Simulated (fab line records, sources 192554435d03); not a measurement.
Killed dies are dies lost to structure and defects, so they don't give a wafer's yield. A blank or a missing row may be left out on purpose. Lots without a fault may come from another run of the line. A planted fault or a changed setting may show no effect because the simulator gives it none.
fab line records | flow n5_finfet
record lots=10 wafers=30 last_day=17
route steps=1938 shown ZERO_LAYER@4 WELL_APT@28 BEOL_M4@1111
lots that met no fault: from a run of the same line without faults
start_h: hours from the record's first day to the start of the lot's first wafer shown | wait_h: hours since the lot's step before | " the same as in the row above | L1.1+2: a row that stands for several wafers | - no value, or no start given | * or withheld: withheld | < > ~ a bound
route shown NAME@n: a module of which the file shows steps, and the number in the route of the first | usual: mean/standard deviation of fault-free wafers | same: alike in all rows | chamber/n: place in a boat | sites: the reading at each site | _std_site: their standard deviation | _edge_site: outer sites' mean less inner sites' | radius_mm: how far each site lies from the wafer's centre | mask NAME#n: copy n | behind: the tool/chamber that last shaped the wafer | hold: why the lot was held/for how many hours/how that ended | device: the transistor (n, p or np) that didn't switch | end of line: the same wafers' tests at the end of the route | a step without rows: its recipe alone | killed: dies lost to structure and defects at the first sort, not the wafer's yield | map: a wafer's dies, x killed, . not, _ none there
set.NAME: the setting as run; set.NAME@STEP: as run at that earlier step | model.NAME: the simulator's own value behind a step, which no gauge read
steps of the route over a sample of lots; a table a step, a row a wafer
services: from which hour (start_h, from the record's first day; less than 0 if before it) a tool's chamber was out of use, for how many hours, and why
## steps
# step N5_ZERO_LAYER_PECVD_02
# recipe material=SiO2 target_thk_a=100 temp_c=400 precursor=SiH4/N2O pressure_torr=0.75 rf_w=275 time_s=6
# usual chamber_pressure_Torr=0.7499/0.0019 heater_power_w=782/110 showerhead_plenum_p_Torr=8.08/0.15
# columns lot.wafer tool chamber start_h wait_h chamber_pressure_Torr heater_power_w showerhead_plenum_p_Torr
L453.2 pecvd-02 1 12.28 0.0 0.7523 849 7.94
L453.5 " 2 " " 0.7500 717 7.96
L453.6 " 0 " " 0.7500 594 8.02
L454.3 pecvd-01 0 18.28 0.0 0.7520 871 8.15
L454.4 " 2 " " 0.7482 676 7.93
L454.5 " 1 " " 0.7503 905 8.13
L456.1 pecvd-03 2 30.28 0.0 0.7511 884 8.06
L456.3 " 1 " " 0.7515 602 8.35
L456.5 " 1 " " 0.7513 608 8.35
L457.1 pecvd-02 2 36.28 0.0 0.7517 642 7.96
L457.3 " 1 " " 0.7498 846 7.94
L457.6 " 2 " " 0.7517 636 7.96
L463.3 pecvd-03 0 72.31 0.1 0.7514 769 8.36
L463.5 " 0 " " 0.7515 732 8.37
L463.6 " 1 " " 0.7519 729 8.34
L467.2 pecvd-02 0 96.28 0.0 0.7478 648 8.00
L467.3 " 2 " " 0.7473 618 7.95
L467.5 " 0 " " 0.7486 610 8.00
L468.2 pecvd-02 1 102.47 0.0 0.7509 742 7.96
L468.3 " 0 " " 0.7460 666 8.00
L468.6 " 1 " " 0.7487 734 7.94
L469.1 pecvd-01 1 108.28 0.0 0.7505 985 8.14
L469.3 " 2 " " 0.7446 773 7.94
L469.6 " 1 " " 0.7512 1024 8.11
L471.1 pecvd-01 1 120.28 0.0 0.7526 1017 8.11
L471.4 " 2 " " 0.7474 784 7.93
L471.6 " 1 " " 0.7511 1013 8.12
L476.1 pecvd-02 1 150.28 0.0 0.7504 821 7.93
L476.4 " 2 " " 0.7510 683 7.96
L476.5 " 0 " " 0.7508 682 8.02
# step N5_ZERO_LAYER_INSPECT_20
# recipe inspect_instrument=darkfield mode=post_clean
# usual raw_defect_count=34/14
# columns lot.wafer tool chamber start_h wait_h raw_defect_count
L453.2 defect_inspect-02 - 13.41 0.0 52
L453.5 " - " " 46
L453.6 " - " " 24
L454.3 defect_inspect-02 - 19.25 0.0 40
L454.4 " - " " 32
L454.5 " - " " 31
L456.1 defect_inspect-02 - 31.27 0.0 17
L456.3 " - " " 35
L456.5 " - " " 36
L457.1 defect_inspect-02 - 37.38 0.0 47
L457.3 " - " " 39
L457.6 " - " " 43
L463.3 defect_inspect-01 - 73.57 0.0 29
L463.5 " - " " 38
L463.6 " - " " 28
L467.2 defect_inspect-02 - 97.26 0.0 45
L467.3 " - " " 35
L467.5 " - " " 26
L468.2 defect_inspect-02 - 103.47 0.0 21
L468.3 " - " " 39
L468.6 " - " " 42
L469.1 defect_inspect-02 - 109.59 0.0 60
L469.3 " - " " 16
L469.6 " - " " 53
L471.1 defect_inspect-02 - 121.38 0.0 71
L471.4 " - " " 42
L471.6 " - " " 24
L476.1 defect_inspect-02 - 151.38 0.0 41
L476.4 " - " " 39
L476.5 " - " " 26
# step N5_WELL_APT_CD_MEAS_08
# recipe target_cd_nm=200 landing_energy_ev=500 detector=se_inlens
# usual cd_nm=201.0/1.1
# columns lot.wafer tool chamber start_h wait_h cd_nm
L453.2 cd_sem-03 0 13.71 - 202.1
L453.5 " 0 " " 203.1
L453.6 " 0 " " 202.4
L454.3 cd_sem-01 0 19.56 - 199.6
L454.4 " 0 " " 200.3
L454.5 " 0 " " 202.4
L456.1 cd_sem-03 0 31.57 - 203.0
L456.3 " 0 " " 202.4
L456.5 " 0 " " 202.6
L457.1 cd_sem-02 0 37.81 - 201.5
L457.3 " 0 " " 203.6
L457.6 " 0 " " 201.1
L463.3 cd_sem-02 0 74.00 - 199.9
L463.5 " 0 " " 198.3
L463.6 " 0 " " 200.3
L467.2 cd_sem-03 0 97.69 - 200.3
L467.3 " 0 " " 199.3
L467.5 " 0 " " 198.2
L468.2 cd_sem-02 0 103.90 - 201.6
L468.3 " 0 " " 201.4
L468.6 " 0 " " 200.7
L469.1 cd_sem-03 0 109.90 - 200.4
L469.3 " 0 " " 199.5
L469.6 " 0 " " 199.7
L471.1 cd_sem-01 0 121.81 - 201.1
L471.4 " 0 " " 202.7
L471.6 " 0 " " 200.6
L476.1 cd_sem-03 0 151.68 - 200.2
L476.4 " 0 " " 198.8
L476.5 " 0 " " 199.5
# step N5_WELL_APT_IMPLANT_32
# recipe species=BF2 energy_kev=50 dose_cm2=2e+13 tilt_deg=0 rotation_deg=0
# usual dose_ions_cm2=1.9999e+13/2.1e+10 faraday_current_uA=254/4.9
# columns lot.wafer tool chamber start_h wait_h dose_ions_cm2 faraday_current_uA
L453.2 implanter-01 0 15.25 0.1 2.0013e+13 252
L453.5 " 0 " " 2.0008e+13 254
L453.6 " 0 " " 1.998e+13 257
L454.3 implanter-02 0 21.28 0.1 2.0024e+13 244
L454.4 " 0 " " 1.9972e+13 252
L454.5 " 0 " " 1.9978e+13 259
L456.1 implanter-01 0 33.06 0.1 1.9974e+13 254
L456.3 " 0 " " 2.0032e+13 255
L456.5 " 0 " " 2.0027e+13 258
L457.1 implanter-02 0 39.64 0.3 2.0009e+13 265
L457.3 " 0 " " 2.0011e+13 250
L457.6 " 0 " " 2.0001e+13 251
L463.3 implanter-01 0 75.65 0.1 1.9979e+13 261
L463.5 " 0 " " 1.9995e+13 260
L463.6 " 0 " " 2.0003e+13 247
L467.2 implanter-01 0 99.21 0.1 2.5708e+13 331
L467.3 " 0 " " 2.5719e+13 330
L467.5 " 0 " " 2.5698e+13 318
L468.2 implanter-02 0 105.42 0.1 2.0021e+13 252
L468.3 " 0 " " 2.0011e+13 259
L468.6 " 0 " " 2.0005e+13 260
L469.1 implanter-01 0 112.00 0.1 2.5672e+13 329
L469.3 " 0 " " 2.5683e+13 329
L469.6 " 0 " " 2.5655e+13 328
L471.1 implanter-02 0 124.08 0.1 1.9959e+13 244
L471.4 " 0 " " 2.0005e+13 251
L471.6 " 0 " " 1.9991e+13 244
L476.1 implanter-02 0 153.17 0.1 1.9989e+13 254
L476.4 " 0 " " 1.9955e+13 262
L476.5 " 0 " " 1.9978e+13 250
# step N5_BEOL_M4_RC_MEAS_101
# usual CJ_N=4.34/0.071 DIBL_N=36.3/1 DIBL_P=36.2/1.4 IOFF_N=0.157/0.021 IOFF_P=0.206/0.025 ION_N=673/9 ION_P=461/6.4 SS_N=71.5/0.5 SS_P=73.2/0.47 VT_N=249.9/2.4 VT_P=-250.6/2.9
# columns lot.wafer tool chamber start_h wait_h CJ_N DIBL_N[mV/V] DIBL_P[mV/V] IOFF_N[nA/um] IOFF_P[nA/um] ION_N[uA/um] ION_P[uA/um] SS_N[mV/dec] SS_P[mV/dec] VT_N[mV] VT_P[mV]
L453.2 prober-01 0 168.26 0.2 4.39 35.0 35.5 0.131 0.174 674 456 71.2 72.7 252.7 -254.4
L453.5 " 0 " " 4.35 35.3 34.7 0.128 0.170 664 452 71.7 73.0 252.4 -255.1
L453.6 " 0 " " 4.29 35.6 35.7 0.131 0.179 665 456 70.8 72.5 254.0 -254.1
L456.1 prober-02 0 173.09 0.0 4.29 36.7 35.9 0.175 0.204 683 460 71.6 73.8 249.0 -251.3
L456.3 " 0 " " 4.32 34.9 34.3 0.153 0.182 679 466 71.4 73.2 250.8 -252.4
L456.5 " 0 " " 4.29 36.6 36.5 0.190 0.208 689 462 71.7 74.1 248.7 -253.0
L454.3 prober-01 0 173.55 0.3 4.38 35.3 34.4 0.136 0.177 671 462 70.8 73.1 250.8 -251.1
L454.4 " 0 " " 4.25 37.3 37.2 0.170 0.217 682 467 71.2 74.0 248.2 -250.9
L454.5 " 0 " " 4.32 34.9 34.2 0.129 0.175 668 461 70.1 73.2 250.4 -252.8
L457.1 prober-01 0 203.23 0.0 4.25 35.1 35.5 0.132 0.191 675 465 70.5 72.7 252.1 -252.4
L457.3 " 0 " " 4.20 36.8 37.4 0.159 0.221 679 471 71.0 73.3 246.7 -248.8
L457.6 " 0 " " 4.24 36.6 37.1 0.158 0.216 679 464 71.9 72.9 248.5 -251.5
L463.3 prober-02 0 215.13 0.3 4.26 35.7 34.6 0.132 0.177 668 458 71.7 72.9 250.7 -251.9
L463.5 " 0 " " 4.26 37.5 36.7 0.153 0.205 664 458 71.8 73.6 251.9 -251.3
L463.6 " 0 " " 4.30 35.7 34.4 0.135 0.174 659 456 71.9 72.6 251.5 -251.5
L467.2 prober-01 0 251.95 0.2 4.90 36.4 36.7 0.183 0.259 684 470 71.7 73.0 247.6 -244.2
L467.3 " 0 " " 4.88 36.6 36.7 0.197 0.271 685 475 71.6 72.9 243.9 -244.8
L467.5 " 0 " " 4.94 35.9 34.8 0.165 0.233 680 471 71.0 72.7 247.6 -248.5
L469.1 prober-01 0 255.63 0.0 4.87 36.3 35.7 0.138 0.199 663 454 71.2 73.1 250.3 -250.1
L469.3 " 0 " " 5.01 37.7 37.5 0.163 0.228 664 463 71.3 73.5 250.0 -248.1
L469.6 " 0 " " 4.90 36.2 35.4 0.134 0.196 657 456 71.0 73.1 250.9 -253.0
L468.2 prober-02 0 263.53 0.2 4.38 35.6 35.0 0.139 0.220 666 466 71.5 72.8 251.5 -247.1
L468.3 " 0 " " 4.39 37.0 35.2 0.150 0.224 671 462 71.8 73.1 250.7 -247.0
L468.6 " 0 " " 4.34 36.3 35.1 0.145 0.217 661 462 71.1 72.9 251.4 -247.4
L471.1 prober-01 0 271.10 0.0 4.35 37.3 38.0 0.173 0.249 690 471 72.1 73.8 249.4 -244.6
L471.4 " 0 " " 4.40 37.6 38.4 0.181 0.255 685 480 72.4 73.7 245.4 -244.6
L471.6 " 0 " " 4.41 36.7 36.6 0.157 0.226 674 466 72.5 72.7 247.9 -248.5
L476.1 prober-02 0 306.57 0.0 4.32 36.6 39.0 0.183 0.210 688 469 71.7 73.4 246.7 -247.7
L476.4 " 0 " " 4.30 37.6 40.5 0.208 0.230 697 462 71.7 73.7 247.3 -248.8
L476.5 " 0 " " 4.30 36.7 38.5 0.187 0.207 686 462 72.0 73.4 246.2 -249.5
## services
# columns tool chamber start_h hours kind
pecvd-02 - 2.80 6.0 pm
implanter-01 - 20.69 5.3 pm
implanter-01 - 27.53 2.8 repair
pecvd-01 2 51.92 5.5 scheduled_down
implanter-02 - 52.08 1.8 repair
pecvd-01 1 57.43 6.6 repair
implanter-01 - 61.21 4.0 repair
implanter-02 - 69.66 13.1 pm
pecvd-03 2 71.91 20.2 repair
pecvd-02 1 79.00 5.5 scheduled_down
implanter-01 - 82.19 8.3 repair
pecvd-03 0 83.67 12.7 repair
pecvd-01 1 90.96 2.1 scheduled_down
pecvd-01 2 93.09 2.1 scheduled_down
pecvd-01 0 150.83 2.1 scheduled_down
## key
first_sign step=N5_WELL_APT_IMPLANT_32 reading=dose_ions_cm2 direction=up sigmas=99+ usual=1.9999e+13 struck=2.5689e+13
effect step=N5_WELL_APT_IMPLANT_32 reading=faraday_current_uA direction=up sigmas=15 usual=254 struck=327
effect step=N5_BEOL_M4_RC_MEAS_101 reading=CJ_N direction=up sigmas=8.1 usual=4.34 struck=4.92
met_at N5_WELL_APT_IMPLANT_32
struck_lots L467,L469
not_acting_at N5_ZERO_LAYER_PECVD_02,N5_ZERO_LAYER_INSPECT_20,N5_WELL_APT_CD_MEAS_08
onset_between 75.65 99.21
fault kind=process_parameter_drift tool=implanter-01 chamber=- onset_h=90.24 steps=N5_WELL_APT_IMPLANT_32 channel=dose_cm2 offset=5.6837e+12 shape=step end_h=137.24 acts_in=these_recipes_only stated=2e+13
